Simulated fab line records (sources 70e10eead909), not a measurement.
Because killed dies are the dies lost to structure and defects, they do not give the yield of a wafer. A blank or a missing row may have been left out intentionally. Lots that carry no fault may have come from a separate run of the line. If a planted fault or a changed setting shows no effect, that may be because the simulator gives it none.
Which tool did it?    flow nand harc    22 lots, 66 wafers sampled, at 6 steps of a route of 1159

== WHAT EACH GAUGE READ, for each wafer ==
NHARC_A_CONTACT_CD_MEAS_08 targets a cd of 100 nm. Usual: cd nm 100.0 nm, standard deviation 0.49.
lot   measured      on         cd nm (nm)         flag
L074  day 17 12:48  cd sem-02  100.5 100.8 100.2  
L075  day 17 14:04  cd sem-02  100.0 99.7 100.5   
L077  day 17 17:02  cd sem-03  100.4 99.7 100.4   
L076  day 17 17:11  cd sem-01  100.8 101.3 101.1  
L078  day 18 04:36  cd sem-03  100.0 100.4 100.7  
L081  day 18 17:19  cd sem-01  100.2 100.5 100.0  
L080  day 18 18:44  cd sem-01  100.2 100.3 100.2  
L079  day 19 00:32  cd sem-03  99.2 99.9 99.6     
L083  day 19 05:51  cd sem-03  99.9 100.6 99.7    
L082  day 19 07:08  cd sem-01  99.9 99.6 100.1    
L084  day 19 18:01  cd sem-02  99.8 99.2 98.8     
L085  day 19 21:38  cd sem-03  99.5 100.1 100.8   
L088  day 19 23:26  cd sem-02  99.5 100.5 100.2   
L087  day 20 08:17  cd sem-01  99.5 99.8 99.4     
L086  day 20 09:19  cd sem-01  100.3 100.3 99.8   
L090  day 21 07:41  cd sem-01  100.2 99.6 99.5    
L089  day 21 08:04  cd sem-02  101.0 100.7 100.4  
L091  day 21 18:47  cd sem-03  100.4 100.5 100.5  
L092  day 22 02:38  cd sem-02  101.0 100.6 99.9   
L096  day 22 11:02  cd sem-02  99.1 99.5 99.0     
L097  day 22 12:16  cd sem-02  99.8 99.6 99.7     
L095  day 22 16:19  cd sem-02  100.0 100.3 100.0  

NHARC_A_CONTACT_OVL_MEAS_09. Usual: overlay x nm 0.4 nm, standard deviation 0.89; overlay y nm 0.1 nm, standard deviation 0.88.
lot   measured      on          overlay x nm (nm)  overlay y nm (nm)  flag
L074  day 17 12:53  overlay-02  1.1 0.9 0.9        0.7 1.6 1.7        
L075  day 17 14:08  overlay-02  0.8 1.7 0.2        0.0 -0.8 -0.3      
L077  day 17 17:07  overlay-02  -0.5 0.5 0.6       1.7 1.3 1.9        
L076  day 17 17:16  overlay-02  -1.4 -1.5 -1.2     0.0 -0.6 -0.7      
L078  day 18 04:41  overlay-01  1.7 1.7 1.5        1.3 1.4 1.1        
L081  day 18 17:25  overlay-01  0.4 0.6 0.1        0.1 0.2 0.6        
L080  day 18 18:50  overlay-01  0.1 0.6 0.5        -0.4 -0.9 -0.5     
L079  day 19 00:37  overlay-01  -1.1 -1.5 -1.0     -0.7 -0.8 -1.2     
L083  day 19 05:56  overlay-01  0.5 0.2 0.6        0.5 0.3 0.6        
L082  day 19 07:13  overlay-01  1.6 2.2 1.1        0.0 -0.5 -0.4      
L084  day 19 18:07  overlay-02  -0.3 -0.8 -0.6     -0.6 -0.6 -0.3     
L085  day 19 21:43  overlay-02  0.8 0.6 0.9        0.8 1.2 0.5        
L088  day 19 23:31  overlay-01  0.2 0.2 0.6        -1.4 -2.0 -2.0     
L087  day 20 08:23  overlay-01  0.8 0.6 1.2        1.0 0.8 0.5        
L086  day 20 09:25  overlay-02  0.6 0.2 0.7        -0.3 -0.2 -0.4     
L090  day 21 07:47  overlay-01  1.7 1.6 2.4        0.8 1.3 1.4        
L089  day 21 08:09  overlay-01  0.6 0.6 0.8        -0.3 0.2 -0.3      
L091  day 21 18:52  overlay-02  1.2 1.0 1.4        0.2 -0.1 -0.6      
L092  day 22 02:43  overlay-01  -0.1 0.1 0.2       0.1 -1.0 -1.3      
L096  day 22 11:07  overlay-02  -0.9 -0.9 -0.7     -0.3 -0.4 -0.9     
L097  day 22 12:22  overlay-01  0.7 0.3 0.3        -0.2 -0.5 -0.4     
L095  day 22 16:24  overlay-01  -1.5 -1.5 -0.4     1.0 1.3 1.2        

NHARC_A_M0_INSPECT_27. Usual: raw defect count 412, standard deviation 96.
lot   measured      on                 raw defect count  flag
L074  day 18 06:47  defect inspect-01  547 298 388       
L075  day 18 06:48  defect inspect-02  285 363 560       
L077  day 18 07:53  defect inspect-01  306 314 324       
L076  day 18 10:42  defect inspect-01  412 358 352       
L078  day 18 20:53  defect inspect-01  549 601 486       
L081  day 19 07:35  defect inspect-02  282 357 283       
L080  day 19 08:07  defect inspect-01  374 412 468       
L079  day 19 19:35  defect inspect-02  322 472 421       
L083  day 20 00:06  defect inspect-02  397 342 306       
L082  day 20 00:44  defect inspect-01  348 406 313       
L084  day 20 06:22  defect inspect-02  298 278 389       
L085  day 20 11:14  defect inspect-01  440 566 362       
L088  day 20 15:11  defect inspect-02  591 485 416       
L087  day 21 10:56  defect inspect-01  573 347 375       
L086  day 21 11:27  defect inspect-01  438 491 347       
L090  day 22 03:04  defect inspect-02  308 466 483       
L089  day 22 03:43  defect inspect-01  626 415 556       
L091  day 22 07:48  defect inspect-02  438 333 399       
L092  day 22 23:11  defect inspect-01  388 449 314       
L096  day 23 10:08  defect inspect-02  427 373 442       
L097  day 23 10:45  defect inspect-01  481 509 507       
L095  day 23 11:04  defect inspect-02  393 617 338       

== WHAT TOOL EACH LOT RAN ON (gives the tool, then ch and the chambers of the sampled wafers, and finally the start) ==
lot   NHARC_A_CONTACT_DESCUM_13           NHARC_A_CONTACT_ETCH_110            NHARC_A_BLC_STRIP_29
L074  rie diel-02 ch 2,3, day 17 13:01    rie diel-04 ch 1,2, day 17 15:41    rie diel-11 ch 2,3, day 17 22:41
L075  rie diel-02 ch 0,1,2, day 17 14:16  rie diel-04 ch 0,1,2, day 17 17:12  rie diel-11 ch 0,1,2, day 18 00:00
L077  rie diel-02 ch 1,2,3, day 17 17:13  rie diel-05 ch 0,1,2, day 17 20:11  rie diel-11 ch 0,1,3, day 18 02:30
L076  rie diel-02 ch 1,2,3, day 17 17:22  rie diel-02 ch 0,1,3, day 17 20:27  rie diel-12 ch 0,2,3, day 18 03:16
L078  rie diel-04 ch 0,1,3, day 18 04:47  rie diel-05 ch 0,2,3, day 18 07:41  rie diel-11 ch 0,2,3, day 18 14:31
L081  rie diel-05 ch 0,1,3, day 18 17:33  rie diel-04 ch 0,3, day 18 20:10    rie diel-11 ch 0,3, day 19 00:04
L080  rie diel-05 ch 0,1,3, day 18 18:59  rie diel-05 ch 0,3, day 18 21:39    rie diel-11 ch 0,1,3, day 19 01:25
L079  rie diel-04 ch 1,2,3, day 19 00:43  rie diel-05 ch 1,2,3, day 19 03:19  rie diel-11 ch 0,1,2, day 19 09:12
L083  rie diel-04 ch 0,1,2, day 19 06:02  rie diel-05 ch 0,1,3, day 19 08:56  rie diel-12 ch 0,2,3, day 19 18:40
L082  rie diel-05 ch 0,3, day 19 07:19    rie diel-04 ch 1,3, day 19 10:20    rie diel-11 ch 1,2,3, day 19 18:38
L084  rie diel-02 ch 0,1,3, day 19 18:13  rie diel-05 ch 1,2,3, day 19 21:01  rie diel-01 ch 1,2,3, day 20 00:50
L085  rie diel-05 ch 2,3, day 19 21:50    rie diel-05 ch 0,2,3, day 20 00:43  rie diel-01 ch 0,1, day 20 04:35
L088  rie diel-04 ch 0,1,2, day 19 23:38  rie diel-02 ch 0,2,3, day 20 02:22  rie diel-11 ch 0,1, day 20 09:40
L087  rie diel-04 ch 0,2,3, day 20 08:31  rie diel-02 ch 0,3, day 20 11:42    rie diel-01 ch 0,1,2, day 20 22:51
L086  rie diel-04 ch 0,1,2, day 20 09:32  rie diel-02 ch 2,3, day 20 12:19    rie diel-01 ch 0,1,2, day 20 23:38
L090  rie diel-02 ch 0,1, day 21 08:00    rie diel-05 ch 0,3, day 21 10:41    rie diel-11 ch 0,3, day 21 19:36
L089  rie diel-04 ch 1,2,3, day 21 08:15  rie diel-04 ch 0,1,3, day 21 10:53  rie diel-11 ch 0,1,2, day 21 20:25
L091  rie diel-02 ch 0,1,2, day 21 19:00  rie diel-02 ch 1,2,3, day 21 21:49  rie diel-01 ch 1,2, day 22 02:28
L092  rie diel-04 ch 0,2,3, day 22 02:49  rie diel-05 ch 0,2,3, day 22 05:57  rie diel-01 ch 0,1,3, day 22 12:35
L096  rie diel-02 ch 0,2,3, day 22 11:14  rie diel-04 ch 0,3, day 22 14:16    rie diel-11 ch 1,3, day 23 02:06
L097  rie diel-04 ch 1,2,3, day 22 12:28  rie diel-04 ch 0,1,3, day 22 15:04  rie diel-11 ch 0,1,2, day 23 02:16
L095  rie diel-04 ch 0,1, day 22 16:31    rie diel-02 ch 0,1,2, day 22 19:29  rie diel-11 ch 0,3, day 23 03:13
- NHARC_A_CONTACT_DESCUM_13: chemistry O2, time 3 s.
- NHARC_A_CONTACT_ETCH_110: etches the open film in CF4/O2, target depth 50 nm, overetch 5 nm, time 27.5 s.
- NHARC_A_BLC_STRIP_29: strips in CF4.

== WHAT THE TOOLS THEMSELVES READ (means of the sampled wafers that have a number; where no wafer has one, the mark that the record gives instead) ==
NHARC_A_CONTACT_DESCUM_13. Usual: for chamber pressure mTorr, 60.00 mTorr with a standard deviation of 0.055; for drypump motor current A, 5.8 A with a standard deviation of 0.55; for mfc ar sccm, 0.009 sccm with a standard deviation of 0.011; for oes product au, 1.003 a.u. with a standard deviation of 0.0074; for rf vpp V, 57.5 V with a standard deviation of 0.94; for showerhead plenum p Torr, 1.87 Torr with a standard deviation of 0.087; for throttle valve pct, 11.312 % with a standard deviation of 0.009.
lot   tool         chamber pressure mTorr (mTorr)  drypump motor current A (A)  mfc ar sccm (sccm)  oes product au (a.u.)  rf vpp V (V)  showerhead plenum p Torr (Torr)  throttle valve pct (%)  flag
L074  rie diel-02  60.03                           6.0                          0.003               1.001                  57.1          1.81                             11.321                  
L075  rie diel-02  59.99                           5.8                          0.011               1.003                  57.4          1.81                             11.312                  
L077  rie diel-02  60.01                           6.0                          0.003               0.993                  57.2          1.81                             11.320                  
L076  rie diel-02  59.99                           6.0                          0.003               0.995                  57.6          1.81                             11.315                  
L078  rie diel-04  60.03                           5.5                          0.012               1.007                  56.9          1.85                             11.314                  
L081  rie diel-05  60.01                           6.1                          0.019               1.008                  57.2          1.91                             11.316                  
L080  rie diel-05  59.98                           6.1                          0.019               1.005                  57.2          1.91                             11.311                  
L079  rie diel-04  59.90                           5.1                          0.004               1.009                  56.2          1.87                             11.299                  
L083  rie diel-04  59.95                           5.6                          0.008               1.005                  58.0          1.92                             11.314                  
L082  rie diel-05  59.96                           6.1                          0.013               1.002                  58.6          1.92                             11.314                  
L084  rie diel-02  60.01                           6.1                          0.007               1.010                  57.0          1.77                             11.313                  
L085  rie diel-05  60.00                           6.3                          0.001               0.998                  58.0          1.96                             11.317                  
L088  rie diel-04  60.03                           5.6                          0.008               1.005                  57.8          1.91                             11.314                  
L087  rie diel-04  59.99                           5.5                          0.012               1.000                  57.6          1.90                             11.304                  
L086  rie diel-04  60.03                           5.6                          0.008               1.002                  58.3          1.91                             11.311                  
L090  rie diel-02  60.02                           5.9                          0.015               1.003                  57.5          1.77                             11.310                  
L089  rie diel-04  60.02                           5.1                          0.004               1.003                  57.4          1.87                             11.306                  
L091  rie diel-02  59.98                           5.8                          0.011               1.003                  56.9          1.80                             11.307                  
L092  rie diel-04  59.97                           5.5                          0.012               1.007                  57.5          1.90                             11.319                  
L096  rie diel-02  60.00                           5.8                          0.011               1.009                  58.7          2.01                             11.305                  
L097  rie diel-04  59.99                           5.1                          0.004               0.999                  57.8          1.86                             11.319                  
L095  rie diel-04  59.95                           6.0                          0.015               0.988                  57.5          1.88                             11.322                  

NHARC_A_CONTACT_ETCH_110. Usual: chamber pressure mTorr 30.002 mTorr, standard deviation 0.027; drypump motor current A 5.8 A, standard deviation 0.52; mfc ar sccm 0.011 sccm, standard deviation 0.012; oes_ar_750_au 1.000 a.u., standard deviation 0.0046; oes product au 1.003 a.u., standard deviation 0.007; rf vpp V 197.4 V, standard deviation 1.4; showerhead plenum p Torr 1.32 Torr, standard deviation 0.056; throttle valve pct 13.397 %, standard deviation 0.0091.
lot   tool         chamber pressure mTorr (mTorr)  drypump motor current A (A)  mfc ar sccm (sccm)  oes_ar_750_au (a.u.)  oes product au (a.u.)  rf vpp V (V)  showerhead plenum p Torr (Torr)  throttle valve pct (%)  flag
L074  rie diel-04  29.997                          5.3                          0.000               1.002                 1.004                  196.4         1.31                             13.401                  
L075  rie diel-04  30.007                          5.7                          0.008               0.998                 1.007                  197.7         1.33                             13.396                  
L077  rie diel-05  29.990                          5.9                          0.018               1.000                 1.002                  197.7         1.36                             13.399                  
L076  rie diel-02  29.991                          6.1                          0.007               1.003                 1.008                  195.4         1.24                             13.403                  
L078  rie diel-05  30.000                          6.2                          0.007               0.997                 1.005                  198.5         1.35                             13.396                  
L081  rie diel-04  29.994                          5.4                          0.016               1.007                 0.999                  196.6         1.28                             13.397                  
L080  rie diel-05  29.996                          6.1                          0.013               0.999                 1.005                  198.7         1.34                             13.391                  
L079  rie diel-05  30.007                          6.2                          0.013               0.998                 1.006                  197.6         1.34                             13.394                  
L083  rie diel-05  30.031                          6.1                          0.019               1.004                 1.005                  197.3         1.33                             13.396                  
L082  rie diel-04  30.004                          5.0                          0.008               1.001                 1.000                  195.9         1.26                             13.395                  
L084  rie diel-05  30.024                          6.2                          0.013               0.999                 1.003                  197.0         1.34                             13.396                  
L085  rie diel-05  30.003                          6.2                          0.007               0.998                 1.003                  198.0         1.35                             13.399                  
L088  rie diel-02  29.996                          5.8                          0.011               0.997                 1.007                  196.6         1.26                             13.398                  
L087  rie diel-02  29.999                          5.9                          0.015               1.001                 1.006                  196.3         1.24                             13.395                  
L086  rie diel-02  30.014                          5.7                          0.007               1.005                 1.007                  195.7         1.28                             13.394                  
L090  rie diel-05  29.993                          6.1                          0.013               1.004                 1.001                  196.9         1.33                             13.393                  
L089  rie diel-04  30.024                          5.5                          0.012               0.998                 0.999                  196.5         1.29                             13.398                  
L091  rie diel-02  29.994                          6.0                          0.003               1.000                 0.999                  196.2         1.25                             13.396                  
L092  rie diel-05  29.986                          6.2                          0.007               1.002                 1.006                  198.2         1.35                             13.392                  
L096  rie diel-04  30.028                          5.9                          0.019               0.998                 0.995                  198.2         1.31                             13.400                  
L097  rie diel-04  29.978                          5.5                          0.012               0.999                 1.006                  196.1         1.28                             13.391                  
L095  rie diel-02  30.002                          5.7                          0.011               0.998                 1.001                  198.9         1.40                             13.402                  

NHARC_A_BLC_STRIP_29. Usual: for chamber pressure mTorr, 50.00 mTorr with a standard deviation of 0.045; for drypump motor current A, 6.0 A with a standard deviation of 0.52; for mfc ar sccm, 0.007 sccm with a standard deviation of 0.011; for oes product au, 1.000 a.u. with a standard deviation of 0.0078; for rf vpp V, 59.5 V with a standard deviation of 0.94; for showerhead plenum p Torr, 1.79 Torr with a standard deviation of 0.061; for throttle valve pct, 13.283 % with a standard deviation of 0.0091.
lot   tool         chamber pressure mTorr (mTorr)  drypump motor current A (A)  mfc ar sccm (sccm)  oes product au (a.u.)  rf vpp V (V)  showerhead plenum p Torr (Torr)  throttle valve pct (%)  flag
L074  rie diel-11  50.02                           5.8                          0.000               1.007                  59.9          1.82                             13.290                  
L075  rie diel-11  49.99                           6.3                          0.010               0.991                  59.8          1.78                             13.285                  
L077  rie diel-11  49.96                           6.1                          0.010               0.999                  58.7          1.74                             13.285                  
L076  rie diel-12  49.97                           5.7                          0.010               0.997                  59.8          1.83                             13.291                  
L078  rie diel-11  50.01                           5.9                          0.000               0.994                  59.4          1.76                             13.286                  
L081  rie diel-11  49.98                           6.0                          0.000               0.999                  59.3          1.71                             13.278                  
L080  rie diel-11  50.00                           6.1                          0.010               0.998                  58.9          1.74                             13.284                  
L079  rie diel-11  50.05                           6.3                          0.010               1.007                  59.8          1.78                             13.282                  
L083  rie diel-12  50.03                           5.7                          0.010               0.995                  58.9          1.82                             13.281                  
L082  rie diel-11  50.01                           6.0                          0.010               1.000                  59.3          1.79                             13.287                  
L084  rie diel-01  50.02                           5.8                          0.007               1.000                  60.0          1.84                             13.286                  
L085  rie diel-01  50.02                           6.3                          0.007               0.989                  60.3          1.82                             13.287                  
L088  rie diel-11  49.99                           6.5                          0.020               1.005                  60.0          1.75                             13.285                  
L087  rie diel-01  50.01                           5.7                          0.007               1.006                  59.0          1.84                             13.277                  
L086  rie diel-01  50.00                           5.7                          0.007               1.007                  59.2          1.84                             13.278                  
L090  rie diel-11  50.01                           5.7                          0.001               1.000                  58.7          1.71                             13.278                  
L089  rie diel-11  50.03                           6.3                          0.010               0.995                  59.3          1.78                             13.277                  
L091  rie diel-01  50.02                           5.6                          0.015               1.003                  59.5          1.85                             13.282                  
L092  rie diel-01  49.99                           6.3                          0.007               1.002                  59.5          1.82                             13.292                  
L096  rie diel-11  50.02                           5.8                          0.011               1.006                  59.2          1.74                             13.286                  
L097  rie diel-11  49.98                           6.3                          0.010               0.993                  59.9          1.78                             13.282                  
L095  rie diel-11  49.98                           5.7                          0.001               0.995                  59.2          1.71                             13.287                  

== THE ANSWER, worked out from the rows above alone ==
Rule: lot off if the mean of its wafers having a number is beyond 3 standard deviations from the usual mean. Also off: a lot with no number at a reading for which 4 or more lots have one. Any other lot the step has rows for is counted as sound. After the gauges, taken in route order, come the tools' own readings; for these a lot's mean is taken, as printed above. At the first step where some lot is off, the reading lying furthest off is the one used; lots without a number count as furthest.
None of the lots is off at any reading shown; this tells nothing.

== WHAT WAS PUT IN BY THE SIMULATOR ==
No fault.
